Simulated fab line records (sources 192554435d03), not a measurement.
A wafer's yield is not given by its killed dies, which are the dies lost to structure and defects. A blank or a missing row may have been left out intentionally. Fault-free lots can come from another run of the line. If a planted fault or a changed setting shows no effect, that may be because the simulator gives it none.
Which of the tools did it? / flow n5 finfet / Sampling: 8 lots, 24 wafers, 9 of 1938 route steps

== WHAT EACH GAUGE READ, for each wafer ==
N5_DUMMY_GATE_INSPECT_17: inspects for defects (brightfield). Usual: 172 for raw defect count, sd 42.
lot=L246; measured=day 3 03:44; on=defect inspect-02; raw defect count=246 233 268; flag=
lot=L247; measured=day 3 10:06; on=defect inspect-01; raw defect count=181 113 145; flag=
lot=L248; measured=day 3 16:22; on=defect inspect-01; raw defect count=234 193 183; flag=
lot=L252; measured=day 4 17:06; on=defect inspect-02; raw defect count=1059 1086 991; flag=OFF
lot=L253; measured=day 4 22:08; on=defect inspect-01; raw defect count=1022 994 975; flag=OFF
lot=L266; measured=day 8 03:13; on=defect inspect-02; raw defect count=114 119 171; flag=
lot=L267; measured=day 8 10:53; on=defect inspect-02; raw defect count=153 184 117; flag=
lot=L268; measured=day 8 17:35; on=defect inspect-02; raw defect count=177 172 202; flag=

N5_DUMMY_GATE_INSPECT_27: inspects for defects (brightfield). Usual: 262 for raw defect count, sd 63.
lot=L246; measured=day 3 04:55; on=defect inspect-01; raw defect count=389 378 447; flag=
lot=L247; measured=day 3 11:17; on=defect inspect-01; raw defect count=270 193 230; flag=
lot=L248; measured=day 3 18:16; on=defect inspect-01; raw defect count=343 281 272; flag=
lot=L252; measured=day 4 18:29; on=defect inspect-02; raw defect count=1134 1166 1090; flag=OFF
lot=L253; measured=day 4 23:28; on=defect inspect-02; raw defect count=1071 1044 1056; flag=OFF
lot=L266; measured=day 8 04:36; on=defect inspect-01; raw defect count=183 199 281; flag=
lot=L267; measured=day 8 12:06; on=defect inspect-01; raw defect count=228 286 185; flag=
lot=L268; measured=day 8 18:47; on=defect inspect-02; raw defect count=265 296 288; flag=

N5_SPACER0_INSPECT_04: inspects for defects (darkfield). Usual: 119 for raw defect count, sd 31.
lot=L246; measured=day 3 05:38; on=defect inspect-01; raw defect count=171 181 218; flag=
lot=L247; measured=day 3 11:53; on=defect inspect-02; raw defect count=127 85 122; flag=
lot=L248; measured=day 3 19:07; on=defect inspect-01; raw defect count=135 173 124; flag=
lot=L252; measured=day 4 20:14; on=defect inspect-02; raw defect count=1026 1032 924; flag=OFF
lot=L253; measured=day 5 00:04; on=defect inspect-01; raw defect count=941 955 899; flag=OFF
lot=L266; measured=day 8 05:13; on=defect inspect-02; raw defect count=73 103 129; flag=
lot=L267; measured=day 8 12:42; on=defect inspect-02; raw defect count=115 96 88; flag=
lot=L268; measured=day 8 21:43; on=defect inspect-02; raw defect count=122 139 125; flag=

N5_SD_EPI_N_INSPECT_11: inspects for defects (macro). Usual: 1.9 for raw defect count, sd 1.2.
lot=L246; measured=day 3 06:05; on=defect inspect-01; raw defect count=0 3 3; flag=
lot=L247; measured=day 3 12:20; on=defect inspect-02; raw defect count=3 4 0; flag=
lot=L248; measured=day 3 19:26; on=defect inspect-01; raw defect count=0 3 2; flag=
lot=L252; measured=day 4 20:34; on=defect inspect-01; raw defect count=>300 >300 >300; flag=OFF
lot=L253; measured=day 5 00:32; on=defect inspect-01; raw defect count=>300 >300 >300; flag=OFF
lot=L266; measured=day 8 05:32; on=defect inspect-02; raw defect count=1 3 2; flag=
lot=L267; measured=day 8 13:10; on=defect inspect-01; raw defect count=2 1 2; flag=
lot=L268; measured=day 8 22:10; on=defect inspect-02; raw defect count=4 1 2; flag=

N5_BEOL_M4_RC_MEAS_101. Usual: DIBL_N 36.3 mV/V, standard deviation 1.8; DIBL_P 36.5 mV/V, standard deviation 2.1; IOFF_N 0.16 nA/um, standard deviation 0.031; IOFF_P 0.22 nA/um, standard deviation 0.038; ION_N 677 uA/um, standard deviation 12; ION_P 466 uA/um, standard deviation 7.8; SS_N 71.5 mV/dec, standard deviation 0.61; SS_P 73.2 mV/dec, standard deviation 0.7; VT_N 249 mV, standard deviation 3; VT_P -248.9 mV, standard deviation 3.
lot=L246; measured=day 8 17:48; on=prober-02; DIBL_N (mV/V)=32.9 38.3 37.4; DIBL_P (mV/V)=32.6 39.2 38.4; IOFF_N (nA/um)=0.10 0.17 0.18; IOFF_P (nA/um)=0.14 0.22 0.21; ION_N (uA/um)=663 668 686; ION_P (uA/um)=462 453 469; SS_N (mV/dec)=70.6 72.1 71.9; SS_P (mV/dec)=72.1 73.9 72.8; VT_N (mV)=254 249 249; VT_P (mV)=-253.9 -248.2 -249.4; flag=
lot=L247; measured=day 9 08:14; on=prober-02; DIBL_N (mV/V)=38.2 36.2 39.2; DIBL_P (mV/V)=38.6 36.3 38.9; IOFF_N (nA/um)=0.20 0.17 0.22; IOFF_P (nA/um)=0.24 0.20 0.27; ION_N (uA/um)=693 688 691; ION_P (uA/um)=464 462 466; SS_N (mV/dec)=72.0 71.4 72.4; SS_P (mV/dec)=73.6 72.0 73.8; VT_N (mV)=247 250 244; VT_P (mV)=-246.9 -250.2 -246.2; flag=
lot=L248; measured=day 9 09:10; on=prober-02; DIBL_N (mV/V)=35.9 36.7 36.4; DIBL_P (mV/V)=36.8 37.7 37.2; IOFF_N (nA/um)=0.15 0.17 0.16; IOFF_P (nA/um)=0.20 0.22 0.20; ION_N (uA/um)=667 664 687; ION_P (uA/um)=456 459 463; SS_N (mV/dec)=72.2 72.4 71.9; SS_P (mV/dec)=73.3 73.4 73.5; VT_N (mV)=250 252 248; VT_P (mV)=-249.2 -251.5 -251.7; flag=
lot=L252; measured=day 10 01:01; on=prober-02; DIBL_N (mV/V)=35.5 34.6 39.3; DIBL_P (mV/V)=37.0 35.8 42.0; IOFF_N (nA/um)=0.17 0.15 0.28; IOFF_P (nA/um)=0.27 0.24 0.38; ION_N (uA/um)=689 687 708; ION_P (uA/um)=478 480 488; SS_N (mV/dec)=71.1 71.0 72.2; SS_P (mV/dec)=73.5 72.2 73.6; VT_N (mV)=246 249 238; VT_P (mV)=-243.1 -246.4 -240.6; flag=
lot=L253; measured=day 10 10:07; on=prober-02; DIBL_N (mV/V)=36.3 34.8 38.2; DIBL_P (mV/V)=36.3 34.0 39.1; IOFF_N (nA/um)=0.14 0.12 0.18; IOFF_P (nA/um)=0.18 0.15 0.22; ION_N (uA/um)=665 664 693; ION_P (uA/um)=455 455 465; SS_N (mV/dec)=71.3 71.0 70.9; SS_P (mV/dec)=73.1 72.9 74.1; VT_N (mV)=252 256 249; VT_P (mV)=-255.5 -258.4 -252.0; flag=
lot=L266; measured=day 13 19:41; on=prober-02; DIBL_N (mV/V)=32.2 32.5 33.8; DIBL_P (mV/V)=32.2 32.5 33.8; IOFF_N (nA/um)=0.10 0.11 0.12; IOFF_P (nA/um)=0.15 0.15 0.17; ION_N (uA/um)=641 671 650; ION_P (uA/um)=449 462 453; SS_N (mV/dec)=70.8 70.4 70.7; SS_P (mV/dec)=72.1 72.4 72.5; VT_N (mV)=256 255 253; VT_P (mV)=-254.0 -252.8 -252.0; flag=
lot=L267; measured=day 14 04:28; on=prober-01; DIBL_N (mV/V)=36.1 36.2 36.2; DIBL_P (mV/V)=36.8 36.5 37.3; IOFF_N (nA/um)=0.17 0.16 0.16; IOFF_P (nA/um)=0.23 0.23 0.25; ION_N (uA/um)=682 682 683; ION_P (uA/um)=469 475 467; SS_N (mV/dec)=71.8 71.7 71.4; SS_P (mV/dec)=73.2 72.9 73.1; VT_N (mV)=248 248 249; VT_P (mV)=-249.1 -246.7 -244.5; flag=
lot=L268; measured=day 14 01:23; on=prober-01; DIBL_N (mV/V)=34.1 34.1 38.3; DIBL_P (mV/V)=35.5 34.8 40.8; IOFF_N (nA/um)=0.14 0.14 0.23; IOFF_P (nA/um)=0.20 0.19 0.31; ION_N (uA/um)=680 661 698; ION_P (uA/um)=469 457 477; SS_N (mV/dec)=71.8 71.4 71.7; SS_P (mV/dec)=72.6 72.4 73.5; VT_N (mV)=250 249 245; VT_P (mV)=-250.0 -249.1 -246.5; flag=

== WHICH TOOL RAN EACH LOT (tool, then ch and the chambers of the sampled wafers, then the start) ==
lot=L246; N5_STI_FIN_REVEAL_RECESS_09=vapor etch-02 ch 0,1, day 2 15:56; N5_DUMMY_GATE_HM_DEP_06=lpcvd-01 ch 0/70,0/75,0/84, day 2 23:15; N5_DUMMY_GATE_STRIP_41=rie diel-03 ch 0,3, day 3 04:14; N5_DUMMY_GATE_HM_OPEN_21=rie diel-03 ch 0,3, day 3 04:16
lot=L247; N5_STI_FIN_REVEAL_RECESS_09=vapor etch-02 ch 0,1, day 2 22:16; N5_DUMMY_GATE_HM_DEP_06=lpcvd-01 ch 1/109,1/90,1/95, day 3 05:36; N5_DUMMY_GATE_STRIP_41=rie diel-03 ch 2,3, day 3 10:36; N5_DUMMY_GATE_HM_OPEN_21=rie diel-03 ch 2,3, day 3 10:38
lot=L248; N5_STI_FIN_REVEAL_RECESS_09=vapor etch-01 ch 0,1, day 3 04:47; N5_DUMMY_GATE_HM_DEP_06=lpcvd-01 ch 1/15,1/20,1/34, day 3 11:59; N5_DUMMY_GATE_STRIP_41=rie diel-06 ch 0,1,3, day 3 17:29; N5_DUMMY_GATE_HM_OPEN_21=rie diel-06 ch 0,1,3, day 3 17:32
lot=L252; N5_STI_FIN_REVEAL_RECESS_09=vapor etch-02 ch 0,1, day 4 05:44; N5_DUMMY_GATE_HM_DEP_06=lpcvd-01 ch 0/45,0/59,0/64, day 4 12:43; N5_DUMMY_GATE_STRIP_41=rie diel-04 ch 0,2,3, day 4 17:48; N5_DUMMY_GATE_HM_OPEN_21=rie diel-04 ch 0,2,3, day 4 17:50
lot=L253; N5_STI_FIN_REVEAL_RECESS_09=vapor etch-02 ch 0,1, day 4 10:45; N5_DUMMY_GATE_HM_DEP_06=lpcvd-01 ch 1/40,1/59,1/64, day 4 17:47; N5_DUMMY_GATE_STRIP_41=rie diel-04 ch 0,1,2, day 4 22:47; N5_DUMMY_GATE_HM_OPEN_21=rie diel-04 ch 0,1,2, day 4 22:50
lot=L266; N5_STI_FIN_REVEAL_RECESS_09=vapor etch-02 ch 0,1, day 7 15:24; N5_DUMMY_GATE_HM_DEP_06=lpcvd-02 ch 0/65,0/79,0/84, day 7 22:43; N5_DUMMY_GATE_STRIP_41=rie diel-04 ch 0,1, day 8 03:43; N5_DUMMY_GATE_HM_OPEN_21=rie diel-04 ch 0,1, day 8 03:45
lot=L267; N5_STI_FIN_REVEAL_RECESS_09=vapor etch-01 ch 1, day 7 23:25; N5_DUMMY_GATE_HM_DEP_06=lpcvd-02 ch 1/104,1/114,1/95, day 8 06:31; N5_DUMMY_GATE_STRIP_41=rie diel-03 ch 1,2, day 8 11:25; N5_DUMMY_GATE_HM_OPEN_21=rie diel-03 ch 1,2, day 8 11:28
lot=L268; N5_STI_FIN_REVEAL_RECESS_09=vapor etch-02 ch 0,1, day 8 04:40; N5_DUMMY_GATE_HM_DEP_06=lpcvd-02 ch 0/29,0/34,0/39, day 8 13:14; N5_DUMMY_GATE_STRIP_41=rie diel-04 ch 1,2, day 8 18:05; N5_DUMMY_GATE_HM_OPEN_21=rie diel-04 ch 1,2, day 8 18:08
- N5_STI_FIN_REVEAL_RECESS_09: chemistry HF/NH3, target SiO2, afs cycles 11, target depth 42.5 nm, sublimation time 60 s.
- N5_DUMMY_GATE_HM_DEP_06: deposits SiNx from DCS/NH3, target thk 80 nm, time 5141 s.
- N5_DUMMY_GATE_STRIP_41: strips in O2.
- N5_DUMMY_GATE_HM_OPEN_21: chemistry CH3F/O2, target SiNx, target depth 120 nm, time 171.4 s.

== AS READ BY THE TOOLS THEMSELVES (means over the sampled wafers that have a number; for cases with no such wafer, the mark the record gives instead) ==
N5_STI_FIN_REVEAL_RECESS_09. Usual: drypump motor current A 5.7 A, standard deviation 0.46; foreline p Torr 0.1280 Torr, standard deviation 0.00047; sublimation temp c 179.99 C, standard deviation 0.15.
lot=L246; tool=vapor etch-02; drypump motor current A (A)=6.2; foreline p Torr (Torr)=0.1273; sublimation temp c (C)=179.79; flag=
lot=L247; tool=vapor etch-02; drypump motor current A (A)=6.2; foreline p Torr (Torr)=0.1279; sublimation temp c (C)=180.03; flag=
lot=L248; tool=vapor etch-01; drypump motor current A (A)=5.4; foreline p Torr (Torr)=0.1281; sublimation temp c (C)=180.08; flag=
lot=L252; tool=vapor etch-02; drypump motor current A (A)=6.2; foreline p Torr (Torr)=0.1275; sublimation temp c (C)=179.98; flag=
lot=L253; tool=vapor etch-02; drypump motor current A (A)=6.2; foreline p Torr (Torr)=0.1279; sublimation temp c (C)=179.81; flag=
lot=L266; tool=vapor etch-02; drypump motor current A (A)=6.1; foreline p Torr (Torr)=0.1281; sublimation temp c (C)=179.89; flag=
lot=L267; tool=vapor etch-01; drypump motor current A (A)=5.0; foreline p Torr (Torr)=0.1281; sublimation temp c (C)=180.05; flag=
lot=L268; tool=vapor etch-02; drypump motor current A (A)=6.2; foreline p Torr (Torr)=0.1273; sublimation temp c (C)=179.90; flag=

N5_DUMMY_GATE_STRIP_41. Usual: drypump motor current A 5.9 A, standard deviation 0.39; oes product au 0.76 a.u., standard deviation 0.064; rf vpp V 3.7 V, standard deviation 0.48; showerhead plenum p Torr 2.14 Torr, standard deviation 0.051; throttle valve pct 16.74 %, standard deviation 0.27.
lot=L246; tool=rie diel-03; drypump motor current A (A)=6.2; oes product au (a.u.)=0.71; rf vpp V (V)=4.0; showerhead plenum p Torr (Torr)=2.18; throttle valve pct (%)=16.91; flag=
lot=L247; tool=rie diel-03; drypump motor current A (A)=5.9; oes product au (a.u.)=0.79; rf vpp V (V)=3.2; showerhead plenum p Torr (Torr)=2.10; throttle valve pct (%)=16.56; flag=
lot=L248; tool=rie diel-06; drypump motor current A (A)=5.6; oes product au (a.u.)=0.74; rf vpp V (V)=4.1; showerhead plenum p Torr (Torr)=2.07; throttle valve pct (%)=16.88; flag=
lot=L252; tool=rie diel-04; drypump motor current A (A)=6.0; oes product au (a.u.)=0.78; rf vpp V (V)=3.4; showerhead plenum p Torr (Torr)=2.16; throttle valve pct (%)=16.69; flag=
lot=L253; tool=rie diel-04; drypump motor current A (A)=6.3; oes product au (a.u.)=0.78; rf vpp V (V)=3.6; showerhead plenum p Torr (Torr)=2.16; throttle valve pct (%)=16.57; flag=
lot=L266; tool=rie diel-04; drypump motor current A (A)=6.2; oes product au (a.u.)=0.79; rf vpp V (V)=3.5; showerhead plenum p Torr (Torr)=2.16; throttle valve pct (%)=16.48; flag=
lot=L267; tool=rie diel-03; drypump motor current A (A)=5.8; oes product au (a.u.)=0.75; rf vpp V (V)=3.5; showerhead plenum p Torr (Torr)=2.12; throttle valve pct (%)=16.68; flag=
lot=L268; tool=rie diel-04; drypump motor current A (A)=6.4; oes product au (a.u.)=0.70; rf vpp V (V)=3.6; showerhead plenum p Torr (Torr)=2.15; throttle valve pct (%)=16.85; flag=

N5_DUMMY_GATE_HM_OPEN_21. Usual: O2_flow_sccm 23.01 sccm, standard deviation 0.061; drypump motor current A 5.9 A, standard deviation 0.39; mfc ar sccm 150.1 sccm, standard deviation 0.45; oes product au 0.75 a.u., standard deviation 0.063; rf fwd power W 393.8 W, standard deviation 1.2; rf vpp V 300 V, standard deviation 4.2; showerhead plenum p Torr 2.06 Torr, standard deviation 0.052; throttle valve pct 16.55 %, standard deviation 0.28.
lot=L246; tool=rie diel-03; O2_flow_sccm (sccm)=23.06; drypump motor current A (A)=6.2; mfc ar sccm (sccm)=150.1; oes product au (a.u.)=0.71; rf fwd power W (W)=394.5; rf vpp V (V)=303; showerhead plenum p Torr (Torr)=2.09; throttle valve pct (%)=16.64; flag=
lot=L247; tool=rie diel-03; O2_flow_sccm (sccm)=22.95; drypump motor current A (A)=5.9; mfc ar sccm (sccm)=149.8; oes product au (a.u.)=0.80; rf fwd power W (W)=394.7; rf vpp V (V)=300; showerhead plenum p Torr (Torr)=2.02; throttle valve pct (%)=16.35; flag=
lot=L248; tool=rie diel-06; O2_flow_sccm (sccm)=22.99; drypump motor current A (A)=5.5; mfc ar sccm (sccm)=149.8; oes product au (a.u.)=0.74; rf fwd power W (W)=392.3; rf vpp V (V)=296; showerhead plenum p Torr (Torr)=2.00; throttle valve pct (%)=16.68; flag=
lot=L252; tool=rie diel-04; O2_flow_sccm (sccm)=22.95; drypump motor current A (A)=5.9; mfc ar sccm (sccm)=149.6; oes product au (a.u.)=0.79; rf fwd power W (W)=394.9; rf vpp V (V)=303; showerhead plenum p Torr (Torr)=2.08; throttle valve pct (%)=16.48; flag=
lot=L253; tool=rie diel-04; O2_flow_sccm (sccm)=23.07; drypump motor current A (A)=6.3; mfc ar sccm (sccm)=149.8; oes product au (a.u.)=0.77; rf fwd power W (W)=394.8; rf vpp V (V)=303; showerhead plenum p Torr (Torr)=2.09; throttle valve pct (%)=16.41; flag=
lot=L266; tool=rie diel-04; O2_flow_sccm (sccm)=23.02; drypump motor current A (A)=6.2; mfc ar sccm (sccm)=149.7; oes product au (a.u.)=0.78; rf fwd power W (W)=393.4; rf vpp V (V)=301; showerhead plenum p Torr (Torr)=2.10; throttle valve pct (%)=16.36; flag=
lot=L267; tool=rie diel-03; O2_flow_sccm (sccm)=22.97; drypump motor current A (A)=5.7; mfc ar sccm (sccm)=149.8; oes product au (a.u.)=0.74; rf fwd power W (W)=393.6; rf vpp V (V)=297; showerhead plenum p Torr (Torr)=2.05; throttle valve pct (%)=16.53; flag=
lot=L268; tool=rie diel-04; O2_flow_sccm (sccm)=23.00; drypump motor current A (A)=6.4; mfc ar sccm (sccm)=149.9; oes product au (a.u.)=0.70; rf fwd power W (W)=393.7; rf vpp V (V)=302; showerhead plenum p Torr (Torr)=2.09; throttle valve pct (%)=16.72; flag=

== THE ANSWER, worked out from the rows above alone ==
Rule: a lot counts as off when the mean over its wafers that have a number is more than 3 standard deviations away from the usual mean. A lot without any number at a reading at which 4 lots or more have one is off too. All remaining lots with rows at the step are treated as sound. After the gauges, taken in route order, come the tools' own readings; for these a lot's mean is taken, as printed above. The first step at which some lot is off is used, and at that step the reading that is off furthest; a lot without a number counts as furthest.
Off at N5_DUMMY_GATE_INSPECT_17 (raw defect count): L252, L253.
If a tool, at a process step before that reading, ran all the lots that are off and no sound lot after the first of them, it fits. Those tools and the gauges at N5_DUMMY_GATE_INSPECT_17 are tried in the same way. One fits: lpcvd-01 at N5_DUMMY_GATE_HM_DEP_06. Its last sound lot is L248 (day 3 11:59), its first lot that is off L252 (day 4 12:43): a fault that began between those two fits.

== WHAT HAD BEEN PUT IN BY THE SIMULATOR ==
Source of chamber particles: lpcvd-01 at N5_DUMMY_GATE_HM_DEP_06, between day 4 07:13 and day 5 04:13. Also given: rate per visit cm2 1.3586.
Struck lots among those shown: L252, L253. The same result came from the rule above.
